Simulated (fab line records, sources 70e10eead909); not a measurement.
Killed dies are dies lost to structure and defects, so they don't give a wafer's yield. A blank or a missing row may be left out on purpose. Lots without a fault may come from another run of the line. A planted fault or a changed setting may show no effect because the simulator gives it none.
Chamber matching | flow nand_harc | NHARC_A_M0_PRE_CLEAN_31 on pecvd-01: 3 sister chambers
The step time 12 s. 14 wafers are shown with their chamber, then 7 later ones without.

WAFERS WITH THEIR CHAMBER
wafer  | chamber | heater_power_w (W)
L078.2 | 1       | 925
L078.5 | 0       | 512
L078.6 | 1       | 905
L086.1 | 2       | 672
L086.2 | 1       | 1013
L086.3 | 0       | 583
L085.4 | 1       | 945
L085.5 | 0       | 529
L085.6 | 2       | 690
L090.2 | 1       | 1010
L090.4 | 0       | 526
L090.5 | 1       | 1006
L093.1 | 2       | 593
L093.2 | 1       | 986

SIGNATURES (means of the wafers above)
reading        | chamber 0 | chamber 1 | chamber 2 | scatter within a chamber
heater_power_w | 537.50    | 970.00    | 651.67    | 42.8
Rule: a wafer's distance from a chamber is the root of the sum, over the readings, of the square of ((its reading less the chamber's mean) divided by the reading's scatter). The wafer belongs to the nearest chamber; if the next one is less than 2 further off, it can't be placed. The scatter: the root of (the sum of the squares of (reading less its chamber's mean) over the shown wafers, divided by (wafers less chambers)).

WAFERS WITHOUT THEIR CHAMBER
wafer  | heater_power_w (W)
L093.3 | 605
L091.2 | 941
L091.4 | 933
L091.6 | 954
L092.2 | 691
L092.3 | 569
L092.6 | 934

WHICH CHAMBER EACH WENT THROUGH
wafer  | from the rows above     | in truth
L093.3 | can't be placed: 2 or 0 | 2
L091.2 | 1                       | 1
L091.4 | 1                       | 1
L091.6 | 1                       | 1
L092.2 | 2                       | 2
L092.3 | can't be placed: 0 or 2 | 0
L092.6 | 1                       | 1
Placed correctly: 5 of 7. Can't be placed from these rows: 2 (the true chamber is among the candidates in 2). Placed wrongly: 0.
